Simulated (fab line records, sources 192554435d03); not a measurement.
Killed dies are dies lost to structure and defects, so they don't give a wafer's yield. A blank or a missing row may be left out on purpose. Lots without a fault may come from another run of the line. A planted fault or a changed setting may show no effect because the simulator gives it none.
Chamber matching | flow n5_finfet | N5_MOL_CONTACT_COAG_ETCH_124 on rie_diel-06: 4 sister chambers
The step etches SiNx in CH3F/O2, stops on SiOC, target depth 6.5 nm. 4 wafers are shown with their chamber, then 7 later ones without.

WAFERS WITH THEIR CHAMBER
wafer  | chamber | rf_vpp_V (V)
L075.1 | 2       | 305
L082.3 | 1       | 314
L090.4 | 3       | 297
L090.5 | 0       | 277

WAFERS WITHOUT THEIR CHAMBER
wafer  | rf_vpp_V (V)
L090.6 | 298
L092.1 | 275
L092.2 | 316
L092.3 | 296
L094.1 | 304
L094.4 | 298
L094.5 | 305

WHICH CHAMBER EACH WENT THROUGH
wafer  | from the rows above | in truth
L090.6 | 3                   | 3
L092.1 | 0                   | 0
L092.2 | 1                   | 1
L092.3 | 3                   | 3
L094.1 | 2                   | 2
L094.4 | 3                   | 3
L094.5 | 2                   | 2
Placed correctly: 7 of 7. Can't be placed from these rows: 0. Placed wrongly: 0.
How it was worked out, from the rows above alone: a wafer's distance from a chamber is the root of the sum, over the readings, of the square of ((its reading less the chamber's mean) divided by the reading's scatter). The wafer belongs to the nearest chamber; if the next one is less than 2 further off, it can't be placed. A chamber's mean is the mean of its shown wafers. The scatter: with one shown wafer a chamber, the root of the mean of the squares of how far each hidden wafer lies from its nearest shown one.
